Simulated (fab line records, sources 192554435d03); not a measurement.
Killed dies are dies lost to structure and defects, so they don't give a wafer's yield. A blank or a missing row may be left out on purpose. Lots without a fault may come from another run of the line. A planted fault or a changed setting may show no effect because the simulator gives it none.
A struck lot beside a sound one | flow n5_finfet | 39 steps out of a route of 1938
Sound: wafers L793.4, L793.5, L793.6. Struck: wafer L797.1. (L797.5, L797.6 of the same lot were not struck and are left out.) The cause comes at the end.
At each step with rows: each side's tool, then ch and its chambers, then its first start. Under that, the readings that differ: sound wafers | struck wafers | difference of the means | sigmas: that difference in standard deviations of wafers without a fault.
alike: readings whose means differ by less than 2 such deviations, and words and numbers that are the same on both sides. not compared: withheld readings, readings that some wafer has no value for, bounds like >300 that may hide the same value, and numbers for which the record gives no deviation and whose values overlap.
The two part at a step that has a row with sigmas, a row that says differs or no value, or rows on one side only. Numbers that don't overlap but have no deviation are shown without sigmas and don't part them. A reading that every wafer of one side lacks parts them only if that side has two wafers or more.

first, 9 steps without rows for these wafers: N5_BEOL_M4_ANNEAL_95 (time 240 s); N5_BEOL_M4_SPUTTER_96 (material Cu, target thk 4.5 nm, time 8.29 s); N5_BEOL_M4_ECD_50 (material Cu, target thk 300 nm); N5_BEOL_M4_ANNEAL_51 (time 90 s); N5_BEOL_M4_CMP_52 (polishes, stops on SiOC, t overpolish 6.8 s, target thk 40 nm); N5_BEOL_M4_PRE_CLEAN_60 (time 15 s); N5_BEOL_M4_CO_CAP_55 (material Co, precursor CCTBA/H2, target thk 2 nm, time 102.1 s); N5_BEOL_M4_PRE_CLEAN_56 (time 15 s); N5_BEOL_M4_DEP_57 (deposits SiCN from 3MS/NH3, target thk 8 nm, time 14 s).
N5_BEOL_M4_RC_MEAS_101:
  sound on prober-02 ch 0, day 9 07:23; struck on prober-01 ch 0, day 10 21:05
  alike: DIBL_N, DIBL_P, IOFF_N, IOFF_P, ION_N, ION_P, SS_N, SS_P, VT_N, VT_P
then, 24 steps without rows for these wafers: N5_BEOL_M5_ILD_DEP_00 (deposits SiCOH lowk from DEMS/porogen, target thk 140.64 nm, time 25.9 s); N5_BEOL_M5_CURE_79 (cures SiCOH lowk, time 240 s); N5_BEOL_M5_PECVD_70 (deposits SiO2 from TEOS/O2, target thk 16 nm, time 18 s); N5_BEOL_M5_HM_DEP_02 (deposits TiN, target thk 20 nm); N5_BEOL_M5_COAT_59 (time 60 s, resist thk 60 nm); N5_BEOL_M5_COAT_60 (time 60 s, resist thk 12 nm); N5_BEOL_M5_COAT_71 (time 60 s, resist thk 5 nm); N5_BEOL_M5_COAT_05 (resist thk 30 nm); N5_BEOL_M5_EBR_07; N5_BEOL_M5_SOFTBAKE_06 (time 60 s); N5_BEOL_M5_EXPOSE_08 (exposes mask M5, target cd 28 nm); N5_BEOL_M5_PEB_09 (peb time 60 s); N5_BEOL_M5_DEVELOP_10 (develop time 30 s); N5_BEOL_M5_DESCUM_16 (chemistry O2, time 7 s); N5_BEOL_M5_ETCH_72 (etches underlayer in N2/H2, target depth 6.5 nm, time 5.2 s); N5_BEOL_M5_ETCH_61 (etches SiARC in CF4, target depth 15.6 nm, time 26 s); N5_BEOL_M5_ETCH_62 (etches SOC in N2/H2, target depth 75 nm, overetch 15 nm, time 112.5 s); N5_BEOL_M5_STRIP_63 (strips in N2/H2); N5_BEOL_M5_STRIP_73 (strips in N2/H2); N5_BEOL_M5_STRIP_64 (strips in CF4); N5_BEOL_M5_HM_OPEN_17 (chemistry Cl2/BCl3, target TiN, target depth 20 nm, overetch 6 nm); N5_BEOL_M5_STRIP_19 (strips in O2); N5_BEOL_M5_COAT_65 (time 60 s, resist thk 60 nm); N5_BEOL_M5_COAT_66 (time 60 s, resist thk 12 nm).
-- the record jumps here: 3 days lie between the struck wafers' starts before and after (it left off in module BEOL_M5 and takes up again in module BEOL_M15, whose first step shown is number 1808 of the route) --
N5_BEOL_M15_ETCH_61: etches BARC in N2/H2, target depth 89 nm, overetch 26.7 nm, time 67.9 s.
  sound on rie_diel-03 ch 0,1,3, day 12 19:20; struck on rie_diel-03 ch 3, day 14 07:56
  reading                                    | sound             | struck | difference | sigmas
  model.coat_of_BEOL_M15_COAT_22.thk_nm (nm) | 716.8 722 723.6   | 735.4  | +14.6      |
  model.etch.depth_nm (nm)                   | 88.95 88.93 88.83 | 80.57  | -8.33      |
  alike: drypump_motor_current_A, n2_flow_sccm, oes_product_au, rf_vpp_V, showerhead_plenum_p_Torr, throttle_valve_pct
  not compared: rf_hours_counter_h
N5_BEOL_M15_TRENCH_ETCH_34: etches SiO2 in C4F8/O2/Ar, target depth 872.93 nm, time 199 s.
  sound on rie_diel-03 ch 0,1,3, day 12 19:23; struck on rie_diel-03 ch 3, day 14 08:00
  reading                                    | sound           | struck | difference | sigmas
  oes_product_au (a.u.)                      | 0.95 0.72 0.72  | 0.48   | -0.32      | -3
  model.coat_of_BEOL_M15_COAT_22.thk_nm (nm) | 542.8 546.4 555 | 566.8  | +18.7      |
  alike: drypump_motor_current_A, he_inner_torr, oes_ar_750_au, oes_o_777_au, rf_vpp_V, showerhead_plenum_p_Torr, throttle_valve_pct
  not compared: rf_hours_counter_h
N5_BEOL_M15_THK_MEAS_50: measures by xrf.
  sound on film_metro-02, day 12 22:56; struck on film_metro-01, day 14 12:35
  not compared: M15_THK
N5_BEOL_M15_RS_MEAS_54: measures by four-point-probe.
  sound on film_metro-01, day 12 23:04; struck on film_metro-02, day 14 12:43
  not compared: M15_RS
N5_PASSIVATION_PROBE_49:
  the record has rows for the struck wafers here (prober-01, day 15 04:19) and none for the sound ones

WHERE THEY PART
First at N5_BEOL_M15_TRENCH_ETCH_34; last, within this record, at N5_PASSIVATION_PROBE_49.

WHY: what the simulator had put in
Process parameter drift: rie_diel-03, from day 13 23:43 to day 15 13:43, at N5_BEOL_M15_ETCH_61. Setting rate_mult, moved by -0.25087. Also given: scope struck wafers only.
